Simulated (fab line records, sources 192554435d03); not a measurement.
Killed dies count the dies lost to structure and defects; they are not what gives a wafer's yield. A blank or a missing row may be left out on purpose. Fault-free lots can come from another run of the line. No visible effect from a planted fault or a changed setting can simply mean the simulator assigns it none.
Which tool did it? -- flow n5 finfet -- 9 lots with 27 wafers sampled at 4 steps, on a route of 1938 steps

== WHAT THE GAUGES READ, wafer by wafer ==
N5_BEOL_M3_THK_MEAS_53: measures by xrf.
lot,measured,on,M3_THK (nm)
L671,day 10 00:46,film metro-02,37.4 40.1 38.9
L672,day 10 01:05,film metro-02,40.0 39.4 39.7
L673,day 10 01:27,film metro-01,38.0 38.2 37.8
L677,day 10 18:17,film metro-01,153.4 145.6 153.0
L681,day 11 11:01,film metro-02,41.1 42.4 45.0
L686,day 13 09:19,film metro-02,40.1 40.1 40.0
L693,day 14 09:03,film metro-01,39.5 38.7 40.6
L691,day 14 23:52,film metro-02,38.2 39.3 38.7
L692,day 15 05:26,film metro-02,39.2 39.7 41.2

== TOOL THAT RAN EACH LOT (tool first, then ch and the chambers of the sampled wafers, then the start) ==
lot,N5_BEOL_M3_ANNEAL_87,N5_BEOL_M3_ANNEAL_89,N5_BEOL_M3_CMP_52
L671,"pvd sputter-02, day 9 22:56","pvd sputter-02, day 9 23:10","cmp-04 ch 0,1,3, day 10 00:30"
L672,"pvd sputter-03, day 9 23:16","pvd sputter-03, day 9 23:29","cmp-01 ch 0,1, day 10 00:48"
L673,"pvd sputter-01, day 9 23:38","pvd sputter-01, day 9 23:52","cmp-04 ch 2,3, day 10 01:10"
L677,"pvd sputter-01, day 10 16:06","pvd sputter-01, day 10 16:19","cmp-04 ch 0,1,3, day 10 17:59"
L681,"pvd sputter-02, day 11 07:43","pvd sputter-02, day 11 07:56","cmp-03 ch 0,2,3, day 11 10:43"
L686,"pvd sputter-03, day 13 07:27","pvd sputter-03, day 13 07:40","cmp-03 ch 0,1,2, day 13 09:04"
L693,"pvd sputter-03, day 14 07:14","pvd sputter-03, day 14 07:28","cmp-03 ch 0,1,2, day 14 08:47"
L691,"pvd sputter-02, day 14 22:03","pvd sputter-02, day 14 22:16","cmp-03 ch 2,3, day 14 23:34"
L692,"pvd sputter-01, day 15 03:38","pvd sputter-01, day 15 03:51","cmp-03 ch 1,2, day 15 05:11"
- N5_BEOL_M3_ANNEAL_87: time 240 s.
- N5_BEOL_M3_ANNEAL_89: time 240 s.
- N5_BEOL_M3_CMP_52: polishes, stops on SiOC, t overpolish 6.8 s, target thk 40 nm.

== THE ANSWER, worked out from the rows above alone ==
Rule: usual is defined by the lots themselves. The widest of any qualifying gaps counts: lots, ordered by their means at a reading, are off when they make up no more than a third of the lots, leave a main group of 4 or more, and stand apart from it by 3 or more times the standard deviation of that group's means. Not used: any main group whose means are identical at the precision the tables above print for the reading. A lot without any number at a reading at which 4 lots or more have one is off too. Where the step has rows for the other lots, those lots are counted as sound.
Off: L677, seen at N5_BEOL_M3_THK_MEAS_53 (M3_THK). Main group: mean 39.7 nm, sd 1.4.
A tool fits if, at a process step before that reading, it ran every lot that is off, and no sound lot after the first of them. Gauges at N5_BEOL_M3_THK_MEAS_53: tried the same way as those tools. One fits: N5_BEOL_M3_CMP_52 on cmp-04. Its last sound lot is L673 (day 10 01:10), its first lot that is off L677 (day 10 17:59): a fault that began between those two fits.

== WHAT THE SIMULATOR HAD INSERTED ==
Process parameters drifting: cmp-04 at N5_BEOL_M3_CMP_52, beginning at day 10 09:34. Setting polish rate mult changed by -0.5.
Struck lots among those shown: L677. This agrees with what the rule above found.
